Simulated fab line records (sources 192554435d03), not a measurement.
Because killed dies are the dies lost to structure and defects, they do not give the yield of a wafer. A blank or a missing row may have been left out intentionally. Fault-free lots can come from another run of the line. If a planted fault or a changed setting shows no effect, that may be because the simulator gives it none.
Matching of chambers | flow n5-finfet | 4 sister chambers for N5_FIN_SAQP_SPACER1_ETCHBACK_25 on rie-diel-01
The step etches SiO2 in CHF3/O2, target depth 24.4 nm, time 12.2 s. 20 wafers are shown with their chamber, then 10 later ones without.

EACH WAFER AND ITS CHAMBER
wafer  | chamber | drypump-motor-current-A (A) | showerhead-plenum-p-Torr (Torr) | throttle-valve-pct (%)
L076.1 | 2       | 4.9                         | 2.52                            | 19.10
L076.3 | 3       | 5.3                         | 2.52                            | 18.85
L076.6 | 3       | 5.3                         | 2.52                            | 18.85
L077.1 | 2       | 5.0                         | 2.52                            | 19.12
L077.3 | 3       | 5.4                         | 2.52                            | 18.84
L077.6 | 0       | 6.4                         | 2.45                            | 18.65
L082.1 | 0       | 6.4                         | 2.45                            | 18.68
L082.2 | 3       | 5.4                         | 2.51                            | 18.87
L082.4 | 1       | 5.2                         | 2.47                            | 18.77
L083.1 | 0       | 6.4                         | 2.45                            | 18.70
L083.2 | 3       | 5.3                         | 2.51                            | 18.86
L083.4 | 0       | 6.4                         | 2.45                            | 18.68
L084.1 | 1       | 5.2                         | 2.46                            | 18.77
L084.2 | 0       | 6.3                         | 2.45                            | 18.69
L084.6 | 1       | 5.2                         | 2.46                            | 18.77
L087.1 | 1       | 5.2                         | 2.46                            | 18.80
L087.3 | 0       | 6.3                         | 2.45                            | 18.70
L087.6 | 1       | 5.2                         | 2.46                            | 18.79
L090.1 | 1       | 5.2                         | 2.46                            | 18.79
L090.4 | 3       | 5.3                         | 2.51                            | 18.91

SIGNATURES (averages over the wafers above)
reading                  | chamber 0 | chamber 1 | chamber 2 | chamber 3 | scatter within a chamber
drypump-motor-current-A  | 6.367     | 5.200     | 4.950     | 5.333     | 0.0445
showerhead-plenum-p-Torr | 2.4500    | 2.4617    | 2.5200    | 2.5150    | 0.00382
throttle-valve-pct       | 18.6833   | 18.7817   | 19.1100   | 18.8633   | 0.0193
Rule: a wafer's distance from a chamber is the root of the sum, over the readings, of the square of ((its reading less the chamber's mean) divided by the reading's scatter). If the next closest chamber is less than 2 further off than the closest, the wafer can't be placed; otherwise it belongs to the closest. The scatter: the root of (the sum of the squares of (reading less its chamber's mean) over the shown wafers, divided by (wafers less chambers)).

WAFERS WITHOUT THEIR CHAMBER
wafer  | drypump-motor-current-A (A) | showerhead-plenum-p-Torr (Torr) | throttle-valve-pct (%)
L090.5 | 5.0                         | 2.51                            | 19.16
L092.3 | 6.4                         | 2.44                            | 18.74
L092.4 | 5.3                         | 2.45                            | 18.81
L092.6 | 5.2                         | 2.45                            | 18.82
L096.2 | 6.4                         | 2.44                            | 18.74
L096.3 | 5.0                         | 2.50                            | 19.16
L096.4 | 5.2                         | 2.45                            | 18.83
L097.2 | 5.3                         | 2.50                            | 18.92
L097.4 | 4.9                         | 2.50                            | 19.20
L097.5 | 5.3                         | 2.45                            | 18.84

CHAMBER TAKEN BY EACH
wafer  | from the rows above | in truth
L090.5 | 2                   | 2
L092.3 | 0                   | 0
L092.4 | 1                   | 1
L092.6 | 1                   | 1
L096.2 | 0                   | 0
L096.3 | 2                   | 2
L096.4 | 1                   | 1
L097.2 | 3                   | 3
L097.4 | 2                   | 2
L097.5 | 1                   | 1
Correct placement for 10 of the 10. From these rows, 0 cannot be placed. Placed wrongly: 0.
